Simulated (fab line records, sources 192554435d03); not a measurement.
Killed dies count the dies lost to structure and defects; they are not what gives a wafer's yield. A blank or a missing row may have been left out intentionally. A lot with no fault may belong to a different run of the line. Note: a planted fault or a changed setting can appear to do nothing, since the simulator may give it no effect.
fab line records ; flow n5-finfet
record lots=7; wafers=21
route steps=1938 shown ZERO_LAYER@4 WELL_APT@21 FIN_SAQP@103 DUMMY_GATE@222
start-h: hours from the record's opening day to when the first of the lot's shown wafers began ; wait-h: how many hours have passed since the lot's step before this one ; " identical to the entry in the row above ; L1.1+2: several wafers, shown together as one row ; - value missing, or start not given ; * or withheld: withheld ; < > ~ a bound
route shown NAME@n: NAME is a module with steps in the file, n the number in the route of the first one ; usual: the fault-free wafers' mean and standard deviation ; same: alike in all rows ; chamber/n: place in a boat ; sites: each site's reading ; _std_site: the values' standard deviation ; _edge_site: outer sites' mean less inner sites' ; radius-mm: how far each site lies from the wafer's centre ; mask NAME#n: copy n ; behind: the most recent tool/chamber to have shaped the wafer ; hold: why the lot was held/for how many hours/how that ended ; device: transistor that didn't switch, given as n, p or np ; end of line: the same wafers' tests at the end of the route ; for a step that has no rows: nothing shown but its recipe ; killed: at the first sort, the dies lost to defects and structure; wafer yield is something else ; map: a wafer's dies, x killed, . not, _ none there
set.NAME: the setting the step ran with; set.NAME@STEP: the setting that earlier step ran with ; model.NAME: the simulator's own value behind a step, which no gauge read
lots with deliberately changed settings; one table per step, one row per wafer
## steps
# step N5_ZERO_LAYER_PECVD_02
# recipe material=SiO2; target-thk-a=100; temp-c=400; precursor=SiH4/N2O; pressure-torr=0.75; rf-w=275; time-s=6
lot.wafer;tool;chamber;start-h;wait-h;set.time-s;model.SiO2_of_ZERO_LAYER_PECVD_02.thk-nm
L075.3;pecvd-02;0;18.28;0.0;6;9.884
L075.4;pecvd-02;2;18.28;0.0;6;10.19
L075.6;pecvd-02;1;18.28;0.0;6.599;11
L078.3;pecvd-03;0;36.28;0.0;6;10.05
L078.4;pecvd-03;0;36.28;0.0;6;10.37
L078.6;pecvd-03;1;36.28;0.0;6.497;11.04
L079.3;pecvd-02;2;42.28;0.0;6;9.808
L079.4;pecvd-02;0;42.28;0.0;6;9.98
L079.6;pecvd-02;1;42.28;0.0;6;9.86
L080.1;pecvd-03;2;48.32;0.0;6;9.658
L080.2;pecvd-03;1;48.32;0.0;6;9.653
L080.4;pecvd-03;1;48.32;0.0;5.694;9.41
L086.2;pecvd-03;2;84.28;0.0;6;9.935
L086.3;pecvd-03;1;84.28;0.0;6;9.847
L086.5;pecvd-03;2;84.28;0.0;6;10.15
L090.1;pecvd-04;2;108.32;0.0;6;9.873
L090.4;pecvd-04;0;108.32;0.0;6;10.17
L090.6;pecvd-04;1;108.32;0.0;6.445;11.04
L093.1;pecvd-04;0;126.28;0.0;6;10.12
L093.2;pecvd-04;1;126.28;0.0;6;9.981
L093.6;pecvd-04;2;126.28;0.0;6;9.845
# step N5_WELL_APT_COAT_02
# recipe spin-rpm=1357; resist-thk-nm=950
lot.wafer;tool;chamber;start-h;wait-h;set.spin-rpm;model.coat_of_WELL_APT_COAT_02.thk-nm
L075.3;litho-track-03;0;-;-;1231;1001
L075.4+6;litho-track-03;0;-;-;1357;950.2
L078.3;litho-track-03;0;-;-;1479;914
L078.4;litho-track-03;0;-;-;1357;957.2
L078.6;litho-track-03;0;-;-;1479;913.4
L079.3;litho-track-04;0;-;-;1503;904.7
L079.4;litho-track-04;0;-;-;1357;954.9
L079.6;litho-track-04;0;-;-;1503;900.3
L080.1;litho-track-03;0;-;-;1242;995.7
L080.2;litho-track-03;0;-;-;1357;950.6
L080.4;litho-track-03;0;-;-;1357;949.2
L086.2;litho-track-03;0;-;-;1357;952.1
L086.3;litho-track-03;0;-;-;1357;953.4
L086.5;litho-track-03;0;-;-;1357;954.4
L090.1;litho-track-04;0;-;-;1357;953.3
L090.4;litho-track-04;0;-;-;1210;1006
L090.6;litho-track-04;0;-;-;1357;948.1
L093.1;litho-track-04;0;-;-;1357;948.6
L093.2;litho-track-04;0;-;-;1357;950.4
L093.6;litho-track-04;0;-;-;1509;900.1
# step N5_FIN_SAQP_COAT_49
# recipe resist=SOC; temp-c=250; time-s=60; spin-rpm=1500; resist-thk-nm=100
lot.wafer;tool;chamber;start-h;wait-h;set.spin-rpm;model.SOC_of_FIN_SAQP_COAT_49.thk-nm
L075.3;litho-track-01;0;28.01;0.1;1500;100.1
L075.4;litho-track-01;0;28.01;0.1;1619;96.87
L075.6;litho-track-01;0;28.01;0.1;1500;100.5
L078.3;litho-track-01;0;46.07;0.1;1585;98.15
L078.4;litho-track-01;0;46.07;0.1;1500;101.1
L078.6;litho-track-01;0;46.07;0.1;1585;98.52
L079.3;litho-track-04;0;52.03;0.1;1619;96.18
L079.4;litho-track-04;0;52.03;0.1;1619;96.5
L079.6;litho-track-04;0;52.03;0.1;1500;100.1
L080.1;litho-track-04;0;57.98;0.1;1423;102.4
L080.2;litho-track-04;0;57.98;0.1;1500;100.1
L080.4;litho-track-04;0;57.98;0.1;1423;102.3
L086.2+3;litho-track-04;0;93.92;0.1;1500;100.5
L086.5;litho-track-04;0;93.92;0.1;1500;100.4
L090.1;litho-track-04;0;117.80;0.1;1639;96.13
L090.4;litho-track-04;0;117.80;0.1;1500;100.5
L090.6;litho-track-04;0;117.80;0.1;1639;96.23
L093.1;litho-track-01;0;135.21;0.1;1500;100
L093.2;litho-track-01;0;135.21;0.1;1500;100.1
L093.6;litho-track-01;0;135.21;0.1;1500;100.4
# step N5_FIN_SAQP_PEB_14
# recipe peb-temp-c=withheld; peb-time-s=60; resist=CAR-ArF
lot.wafer;tool;chamber;start-h;wait-h;set.peb-time-s
L075.3+4+6;litho-track-01;0;28.32;0.0;72.19
L078.3+4+6;litho-track-03;0;46.25;0.0;71.46
L079.3+6;litho-track-03;0;52.34;0.0;54.37
L079.4;litho-track-03;0;52.34;0.0;60
L080.1+4;litho-track-04;0;58.28;0.1;60
L080.2;litho-track-04;0;58.28;0.1;72.38
L086.2+3+5;litho-track-01;0;94.22;0.0;60
L090.1+4;litho-track-04;0;118.14;0.1;56.01
L090.6;litho-track-04;0;118.14;0.1;60
L093.1;litho-track-04;0;135.52;0.1;60
L093.2+6;litho-track-04;0;135.52;0.1;47.38
# step N5_FIN_SAQP_DEVELOP_15
# recipe develop-time-s=30; developer=TMAH; resist=CAR-ArF; dev-temp-c=23; rinse-liquid=diw; dry=air-spin
# step N5_FIN_SAQP_CD_MEAS_16
# recipe target-cd-nm=35.6; landing-energy-ev=500; detector=se-inlens
# usual cd-nm=35.6/0.33
lot.wafer;tool;chamber;start-h;wait-h;set.peb-time-s@FIN_SAQP_PEB_14;cd-nm
L075.3;cd-sem-01;0;28.39;-;72.19;32.7
L075.4;cd-sem-01;0;28.39;-;72.19;33.1
L075.6;cd-sem-01;0;28.39;-;72.19;33.3
L078.3;cd-sem-01;0;46.32;-;71.46;33.6
L078.4;cd-sem-01;0;46.32;-;71.46;33.8
L078.6;cd-sem-01;0;46.32;-;71.46;33.6
L079.3;cd-sem-02;0;52.41;-;54.37;37.1
L079.4;cd-sem-02;0;52.41;-;60;36.1
L079.6;cd-sem-02;0;52.41;-;54.37;37.1
L080.1;cd-sem-03;0;58.35;-;60;35.3
L080.2;cd-sem-03;0;58.35;-;72.38;33.2
L080.4;cd-sem-03;0;58.35;-;60;35.8
L086.2;cd-sem-02;0;94.29;-;60;35.9
L086.3;cd-sem-02;0;94.29;-;60;35.4
L086.5;cd-sem-02;0;94.29;-;60;35.8
L090.1;cd-sem-01;0;118.21;-;56.01;36.3
L090.4;cd-sem-01;0;118.21;-;56.01;36.5
L090.6;cd-sem-01;0;118.21;-;60;35.9
L093.1;cd-sem-02;0;135.58;-;60;35.4
L093.2;cd-sem-02;0;135.58;-;47.38;38.7
L093.6;cd-sem-02;0;135.58;-;47.38;38.6
# step N5_FIN_SAQP_DESCUM_21
# recipe chemistry=O2; time-s=7.9; source-power-w=50; bias-power-w=20; pressure-mtorr=20; rf-frequency-hz=2.712e+07; temp-c=40; resist=CAR-ArF; o2-flow-sccm=225
# step N5_FIN_SAQP_ETCH_51
# recipe chemistry=CF4; target=SiARC; target-depth-a=455; mask-material=CAR-ArF; time-s=75.8; ion-energy-ev=80; pressure-mtorr=40; source-w=545; bias-w=36; Ar_flow_sccm=100; cf4-flow-sccm=100; ends=cleared
# step N5_FIN_SAQP_ETCH_52
# recipe chemistry=N2/H2; target=SOC; target-depth-a=1000; overetch-a=200; mask-material=SiARC; temp-c=40; time-s=150; ion-energy-ev=200; pressure-mtorr=30; source-w=840; bias-w=150; n2-flow-sccm=200; h2-flow-sccm=200; ends=end-point
lot.wafer;tool;chamber;start-h;wait-h;set.spin-rpm@FIN_SAQP_COAT_49;model.etch.depth-nm
L075.3;rie-diel-04;2;28.59;0.0;1500;100.1
L075.4;rie-diel-04;1;28.59;0.0;1619;96.87
L075.6;rie-diel-04;3;28.59;0.0;1500;100.5
L078.3;rie-diel-02;1;46.50;0.0;1585;98.15
L078.4;rie-diel-02;2;46.50;0.0;1500;101.1
L078.6;rie-diel-02;1;46.50;0.0;1585;98.52
L079.3;rie-diel-02;0;52.59;0.0;1619;96.18
L079.4;rie-diel-02;1;52.59;0.0;1619;96.5
L079.6;rie-diel-02;0;52.59;0.0;1500;100.1
L080.1;rie-diel-02;0;58.54;0.0;1423;102.4
L080.2;rie-diel-02;2;58.54;0.0;1500;100.1
L080.4;rie-diel-02;2;58.54;0.0;1423;102.3
L086.2+3;rie-diel-02;3,0;94.51;0.0;1500;100.5
L086.5;rie-diel-02;1;94.51;0.0;1500;100.4
L090.1;rie-diel-05;1;118.58;0.0;1639;96.13
L090.4;rie-diel-05;2;118.58;0.0;1500;100.5
L090.6;rie-diel-05;0;118.58;0.0;1639;96.23
L093.1;rie-diel-02;0;135.77;0.0;1500;100
L093.2;rie-diel-02;1;135.77;0.0;1500;100.1
L093.6;rie-diel-02;0;135.77;0.0;1500;100.4
# step N5_FIN_SAQP_STRIP_53
# recipe chemistry=N2/H2; temp-c=40; n2-flow-sccm=200; h2-flow-sccm=200; rf-frequency-hz=6e+07
# step N5_FIN_SAQP_HM_OPEN_73
# recipe chemistry=CHF3/O2; target=SiO2; stop-on=a-Si; target-depth-a=120; over-etch-frac=1.8; mask-material=SOC; time-s=16.8; pressure-mtorr=30; source-w=650; bias-w=170; Ar_flow_sccm=200; CHF3_flow_sccm=50; O2_flow_sccm=5; ion-energy-ev=200; ends=end-point
# step N5_FIN_SAQP_STRIP_74
# recipe chemistry=CHF3/O2; resist=SiARC; rf-frequency-hz=6e+07
# step N5_FIN_SAQP_MANDREL_ETCH_22
# recipe target-depth-a=600; chemistry=HBr/Cl2; target=a-Si; stop-on=SiNx; bt-time-s=10; over-etch-frac=0.5; time-s=30; pressure-mtorr=10; icp-w=800; bias-w=75; HBr_flow_sccm=150; Cl2_flow_sccm=80; ends=end-point
lot.wafer;tool;chamber;start-h;wait-h;set.spin-rpm@FIN_SAQP_COAT_49;model.SOC_of_FIN_SAQP_COAT_49.thk-nm
L075.3;rie-si-04;3;28.78;0.0;1500;76.23
L075.4;rie-si-04;0;28.78;0.0;1619;73.26
L075.6;rie-si-04;1;28.78;0.0;1500;76
L078.3;rie-si-04;2;46.70;0.0;1585;74.44
L078.4;rie-si-04;3;46.70;0.0;1500;77.41
L078.6;rie-si-04;1;46.70;0.0;1585;73.98
L079.3;rie-si-01;3;52.78;0.0;1619;71.7
L079.4;rie-si-01;2;52.78;0.0;1619;72.97
L079.6;rie-si-01;3;52.78;0.0;1500;75.54
L080.1;rie-si-01;2;58.73;0.0;1423;78.69
L080.2;rie-si-01;1;58.73;0.0;1500;76.51
L080.4;rie-si-01;0;58.73;0.0;1423;78.31
L086.2;rie-si-01;2;94.70;0.0;1500;76.49
L086.3;rie-si-01;0;94.70;0.0;1500;75.89
L086.5;rie-si-01;1;94.70;0.0;1500;76.56
L090.1;rie-si-01;2;118.77;0.0;1639;72.3
L090.4;rie-si-01;3;118.77;0.0;1500;75.69
L090.6;rie-si-01;3;118.77;0.0;1639;71.31
L093.1;rie-si-04;2;135.97;0.0;1500;75.92
L093.2;rie-si-04;0;135.97;0.0;1500;76.52
L093.6;rie-si-04;2;135.97;0.0;1500;76.41
# step N5_FIN_SAQP_SPACER1_ALD_24
# recipe material=SiO2; target-thk-a=203; temp-c=300; ald-precursor-family=BDEAS; ald-co-reactant=O2-plasma; pulse-time-s=1; purge-time-s=2; co-reactant-purge-time-s=2; ald-cycles=218; pressure-torr=2
lot.wafer;tool;chamber;start-h;wait-h;set.ald-cycles;model.SiO2_of_FIN_SAQP_SPACER1_ALD_24.thk-nm
L075.3;ald-sin-02;3;30.07;0.1;229;21.4
L075.4+6;ald-sin-02;1,3;30.07;0.1;218;20.4
L078.3;ald-sin-03;2;47.51;0.1;235;21.8
L078.4;ald-sin-03;0;47.51;0.1;218;20.4
L078.6;ald-sin-03;1;47.51;0.1;218;20.2
L079.3;ald-sin-02;3;53.60;0.1;200;18.8
L079.4;ald-sin-02;1;53.60;0.1;218;20.2
L079.6;ald-sin-02;3;53.60;0.1;218;20.4
L080.1;ald-sin-02;3;59.80;0.5;218;20.4
L080.2+4;ald-sin-02;0,2;59.80;0.5;203;19
L086.2;ald-sin-03;1;98.55;3.3;218;20.6
L086.3+5;ald-sin-03;0,3;98.55;3.3;218;20.4
L090.1+4;ald-sin-01;3,2;119.58;0.3;247;22.8
L090.6;ald-sin-01;3;119.58;0.3;247;23
L093.1;ald-sin-03;0;136.79;0.3;218;20.4
L093.2;ald-sin-03;2;136.79;0.3;246;22.8
L093.6;ald-sin-03;2;136.79;0.3;218;20.2
# step N5_FIN_SAQP_SPACER1_ETCHBACK_25
# recipe chemistry=CHF3/O2; mode=anisotropic-etchback; target=SiO2; target-depth-a=244; time-s=12.2; pressure-mtorr=30; source-w=650; bias-w=170; Ar_flow_sccm=200; CHF3_flow_sccm=50; O2_flow_sccm=5; ion-energy-ev=200
# step N5_FIN_SAQP_MANDREL1_REMOVE_56
# recipe chemistry=HBr/Cl2/O2; bt-time-s=10; target=a-Si; stop-on=SiNx; endpoint=OES-SiCl; over-etch-frac=1; icp-w=600; bias-w=22; HBr_flow_sccm=150; Cl2_flow_sccm=80; O2_flow_sccm=5; pressure-mtorr=10
lot.wafer;tool;chamber;start-h;wait-h;set.ald-cycles@FIN_SAQP_SPACER1_ALD_24;model.FIN_SAQP.cd-nm
L075.3;rie-si-04;0;30.87;0.1;229;21.2
L075.4;rie-si-04;2;30.87;0.1;218;20.2
L075.6;rie-si-04;3;30.87;0.1;218;20.4
L078.3;rie-si-03;0;48.31;0.1;235;22
L078.4+6;rie-si-03;1,2;48.31;0.1;218;20.2
L079.3;rie-si-03;0;54.41;0.1;200;18.8
L079.4;rie-si-03;2;54.41;0.1;218;20.2
L079.6;rie-si-03;2;54.41;0.1;218;20.4
L080.1;rie-si-04;0;60.61;0.1;218;20.2
L080.2;rie-si-04;1;60.61;0.1;203;19
L080.4;rie-si-04;3;60.61;0.1;203;18.8
L086.2;rie-si-01;2;99.35;0.1;218;20.4
L086.3+5;rie-si-01;0,3;99.35;0.1;218;20.6
L090.1+4;rie-si-01;0,2;120.38;0.1;247;22.8
L090.6;rie-si-01;0;120.38;0.1;247;23
L093.1;rie-si-01;2;137.60;0.1;218;20.2
L093.2;rie-si-01;3;137.60;0.1;246;23
L093.6;rie-si-01;3;137.60;0.1;218;20.4
# step N5_FIN_SAQP_CD_MEAS_27
# recipe target-cd-nm=20; landing-energy-ev=1000; detector=se-inlens; polarity=line
# usual cd-nm=20.26/0.24
lot.wafer;tool;chamber;start-h;wait-h;set.ald-cycles@FIN_SAQP_SPACER1_ALD_24;cd-nm
L075.3;cd-sem-01;0;30.99;0.1;229;21.01
L075.4;cd-sem-01;0;30.99;0.1;218;19.88
L075.6;cd-sem-01;0;30.99;0.1;218;20.44
L078.3;cd-sem-01;0;48.43;0.1;235;22.07
L078.4;cd-sem-01;0;48.43;0.1;218;20.47
L078.6;cd-sem-01;0;48.43;0.1;218;20.04
L079.3;cd-sem-01;0;54.53;0.1;200;18.73
L079.4;cd-sem-01;0;54.53;0.1;218;20.00
L079.6;cd-sem-01;0;54.53;0.1;218;20.27
L080.1;cd-sem-02;0;60.72;0.1;218;20.53
L080.2;cd-sem-02;0;60.72;0.1;203;18.87
L080.4;cd-sem-02;0;60.72;0.1;203;18.74
L086.2;cd-sem-02;0;99.46;0.1;218;20.20
L086.3;cd-sem-02;0;99.46;0.1;218;20.81
L086.5;cd-sem-02;0;99.46;0.1;218;20.44
L090.1;cd-sem-03;0;120.50;0.1;247;22.94
L090.4;cd-sem-03;0;120.50;0.1;247;22.48
L090.6;cd-sem-03;0;120.50;0.1;247;22.80
L093.1;cd-sem-03;0;137.71;0.1;218;20.43
L093.2;cd-sem-03;0;137.71;0.1;246;23.09
L093.6;cd-sem-03;0;137.71;0.1;218;20.35
# step N5_FIN_SAQP_ETCH_65
# recipe chemistry=CF4; target=SiO2; target-depth-a=40; ion-energy-ev=350; time-s=4.4; pressure-mtorr=10; icp-w=800; bias-w=400; cf4-flow-sccm=80
lot.wafer;tool;chamber;start-h;wait-h;set.time-s;model.etch.depth-nm
L075.3;rie-si-03;2;31.14;0.1;4.4;4.079
L075.4;rie-si-03;1;31.14;0.1;5.273;4.61
L075.6;rie-si-03;1;31.14;0.1;5.273;4.594
L078.3;rie-si-01;3;48.58;0.1;4.8;4.597
L078.4;rie-si-01;1;48.58;0.1;4.4;3.893
L078.6;rie-si-01;2;48.58;0.1;4.4;3.922
L079.3;rie-si-01;2;54.81;0.1;5.017;4.51
L079.4;rie-si-01;1;54.81;0.1;5.017;4.496
L079.6;rie-si-01;1;54.81;0.1;5.017;4.491
L080.1;rie-si-01;2;60.87;0.1;4.4;3.918
L080.2;rie-si-01;3;60.87;0.1;4.4;4.216
L080.4;rie-si-01;0;60.87;0.1;4.4;4.034
L086.2;rie-si-04;1;99.62;0.1;4.4;4.042
L086.3;rie-si-04;3;99.62;0.1;4.4;3.94
L086.5;rie-si-04;3;99.62;0.1;4.4;3.962
L090.1;rie-si-04;3;120.66;0.1;4.4;3.984
L090.4;rie-si-04;0;120.66;0.1;3.997;3.592
L090.6;rie-si-04;0;120.66;0.1;3.997;3.598
L093.1;rie-si-04;2;137.86;0.1;3.95;3.563
L093.2;rie-si-04;1;137.86;0.1;4.4;4.075
L093.6;rie-si-04;0;137.86;0.1;4.4;3.929
# step N5_DUMMY_GATE_COAT_34
# recipe resist=SOC; temp-c=250; time-s=60; spin-rpm=1500; resist-thk-nm=60
lot.wafer;tool;chamber;start-h;wait-h;set.spin-rpm;model.SOC_of_DUMMY_GATE_COAT_34.thk-nm
L075.3;litho-track-04;0;51.76;0.0;1601;58.2
L075.4;litho-track-04;0;51.76;0.0;1601;58
L075.6;litho-track-04;0;51.76;0.0;1500;60
L078.3;litho-track-02;0;69.67;0.0;1500;60.2
L078.4;litho-track-02;0;69.67;0.0;1500;60.4
L078.6;litho-track-02;0;69.67;0.0;1500;60
L079.3;litho-track-04;0;76.70;0.0;1500;59.8
L079.4+6;litho-track-04;0;76.70;0.0;1500;60.2
L080.1;litho-track-04;0;81.87;0.0;1659;57
L080.2;litho-track-04;0;81.87;0.0;1659;57.2
L080.4;litho-track-04;0;81.87;0.0;1500;60.2
L086.2+3+5;litho-track-01;0;123.38;0.0;1500;60.4
L090.1+4;litho-track-02;0;141.81;0.1;1500;60.2
L090.6;litho-track-02;0;141.81;0.1;1500;60
L093.1;litho-track-04;0;160.09;0.0;1379;62.8
L093.2;litho-track-04;0;160.09;0.0;1500;60.2
L093.6;litho-track-04;0;160.09;0.0;1500;60.4
## key
split step=N5_ZERO_LAYER_PECVD_02; setting=time-s; stated=6; by=wafer
response step=N5_ZERO_LAYER_PECVD_02; reading=model.SiO2_of_ZERO_LAYER_PECVD_02.thk-nm; change=+0.102; per=1%; r=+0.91
split step=N5_WELL_APT_COAT_02; setting=spin-rpm; stated=1357; by=wafer
response step=N5_WELL_APT_COAT_02; reading=model.coat_of_WELL_APT_COAT_02.thk-nm; change=-4.97; per=1%; r=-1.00
split step=N5_FIN_SAQP_COAT_49; setting=spin-rpm; stated=1500; by=wafer
response step=N5_FIN_SAQP_COAT_49; reading=model.SOC_of_FIN_SAQP_COAT_49.thk-nm; change=-0.457; per=1%; r=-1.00
response step=N5_FIN_SAQP_ETCH_52; reading=model.etch.depth-nm; change=-0.457; per=1%; r=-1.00
response step=N5_FIN_SAQP_MANDREL_ETCH_22; reading=model.SOC_of_FIN_SAQP_COAT_49.thk-nm; change=-0.416; per=1%; r=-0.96
split step=N5_FIN_SAQP_PEB_14; setting=peb-time-s; stated=60; by=wafer
response step=N5_FIN_SAQP_CD_MEAS_16; reading=cd-nm; change=-0.131; per=1%; r=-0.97
split step=N5_FIN_SAQP_SPACER1_ALD_24; setting=ald-cycles; stated=218; by=wafer
response step=N5_FIN_SAQP_SPACER1_ALD_24; reading=model.SiO2_of_FIN_SAQP_SPACER1_ALD_24.thk-nm; change=+0.193; per=1%; r=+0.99
response step=N5_FIN_SAQP_MANDREL1_REMOVE_56; reading=model.FIN_SAQP.cd-nm; change=+0.203; per=1%; r=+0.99
response step=N5_FIN_SAQP_CD_MEAS_27; reading=cd-nm; change=+0.209; per=1%; r=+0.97
split step=N5_FIN_SAQP_ETCH_65; setting=time-s; stated=4.4; by=wafer
response step=N5_FIN_SAQP_ETCH_65; reading=model.etch.depth-nm; change=+0.0372; per=1%; r=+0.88
split step=N5_DUMMY_GATE_COAT_34; setting=spin-rpm; stated=1500; by=wafer
response step=N5_DUMMY_GATE_COAT_34; reading=model.SOC_of_DUMMY_GATE_COAT_34.thk-nm; change=-0.295; per=1%; r=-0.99
